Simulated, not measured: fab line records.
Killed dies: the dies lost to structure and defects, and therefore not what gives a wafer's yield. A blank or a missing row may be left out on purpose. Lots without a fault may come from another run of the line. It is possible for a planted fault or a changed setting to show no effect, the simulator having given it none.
One fault seen from 3 desks -- flow n5Finfet -- each desk has only its own numbers; what lay behind them comes last

== THE DEFECT DESK ==
Inspection counts along the route, by lot: the mean over sampled wafers that carry a number. If a lot's mean is further than 4 standard deviations from the usual mean, the lot is out of limits and carries the mark OUT (the distance appears in the brackets).
Columns: A = rawDefectCount at N5_SD_EPI_N_INSPECT_11, usual 2.2
lot,first seen here,A
L845,day 4 03:37,4.0
L853,day 6 00:16,2.0
L855,day 6 14:26,2.3
L856,day 6 18:46,1.0
L858,day 7 06:26,1.3
L861,day 7 23:53,2.3
Result from this desk: across the 6 lots, nothing is out of limits.

== FOR THE TOOL OWNER'S DESK: rieDiel-05 ==
The tool's own readings at N5_SD_EPI_N_ETCHBACK_44 (etches SiNx in CH3F/O2, stops on SiO2, target depth 14.5 nm): means of the sampled wafers that have a number, for each lot that ran on this tool. If a lot's mean is further than 4 standard deviations from the usual mean, the lot is out of limits and carries the mark OUT (the distance appears in the brackets).
Columns: A = CH3F_flow_sccm at N5_SD_EPI_N_ETCHBACK_44, usual 30.00 sccm; B = drypumpMotorCurrentA at N5_SD_EPI_N_ETCHBACK_44, usual 5.7 A; C = oesProductAu at N5_SD_EPI_N_ETCHBACK_44, usual 0.64 a.u.; D = rfVppV at N5_SD_EPI_N_ETCHBACK_44, usual 298.8 V; E = showerheadPlenumPTorr at N5_SD_EPI_N_ETCHBACK_44, usual 2.00 Torr; F = throttleValvePct at N5_SD_EPI_N_ETCHBACK_44, usual 16.49 %
lot,first seen here,A,B,C,D,E,F
L853,day 6 00:46,29.89,5.6,0.66,299.0,1.95,16.37
L855,day 6 14:53,29.94,5.2,0.71,297.8,1.93,16.16
L856,day 6 19:32,29.98,5.5,0.65,299.9,1.97,16.45
Result from this desk: across the 3 lots, nothing is out of limits.

== AT THE METROLOGY DESK ==
What the gauges read, lot by lot, whatever tool the lot ran on: means of the sampled wafers that have a number. If a lot's mean is further than 4 standard deviations from the usual mean, the lot is out of limits and carries the mark OUT (the distance appears in the brackets). Shown here are 7 of its 12 readings, the ones lying furthest out on some lot.
Columns: A = cdNm at N5_SD_EPI_N_CD_MEAS_09, usual 119.9 nm; B = DIBL_N at N5_BEOL_M4_RC_MEAS_101, usual 35.8 mV/V; C = IOFF_N at N5_BEOL_M4_RC_MEAS_101, usual 0.152 nA/um; D = IOFF_P at N5_BEOL_M4_RC_MEAS_101, usual 0.204 nA/um; E = ION_N at N5_BEOL_M4_RC_MEAS_101, usual 672 uA/um; F = ION_P at N5_BEOL_M4_RC_MEAS_101, usual 461 uA/um; G = VT_P at N5_BEOL_M4_RC_MEAS_101, usual -250.6 mV
lot,first seen here,A,B,C,D,E,F,G
L845,day 4 03:34,120.0,36.0,0.165,0.230,675,467,-248.3
L853,day 6 00:13,119.0,35.4,0.132,0.168,656,452,-255.0
L855,day 6 14:22,119.8,35.2,0.151,0.208,673,464,-249.7
L856,day 6 18:43,120.0,37.7,0.175,0.211,678,459,-252.2
L858,day 7 06:23,120.2,37.5,0.149,0.211,672,462,-249.8
L861,day 7 23:50,119.5,33.1,0.121,0.156,652,449,-253.2
Result from this desk: across the 6 lots, nothing is out of limits.

== PUT TOGETHER ==
Nothing out of limits was seen by the defect desk.
The desk of the tool owner found nothing out of limits.
Metrology desk: nothing out of limits seen.

== WHAT THE SIMULATOR HAD PUT IN ==
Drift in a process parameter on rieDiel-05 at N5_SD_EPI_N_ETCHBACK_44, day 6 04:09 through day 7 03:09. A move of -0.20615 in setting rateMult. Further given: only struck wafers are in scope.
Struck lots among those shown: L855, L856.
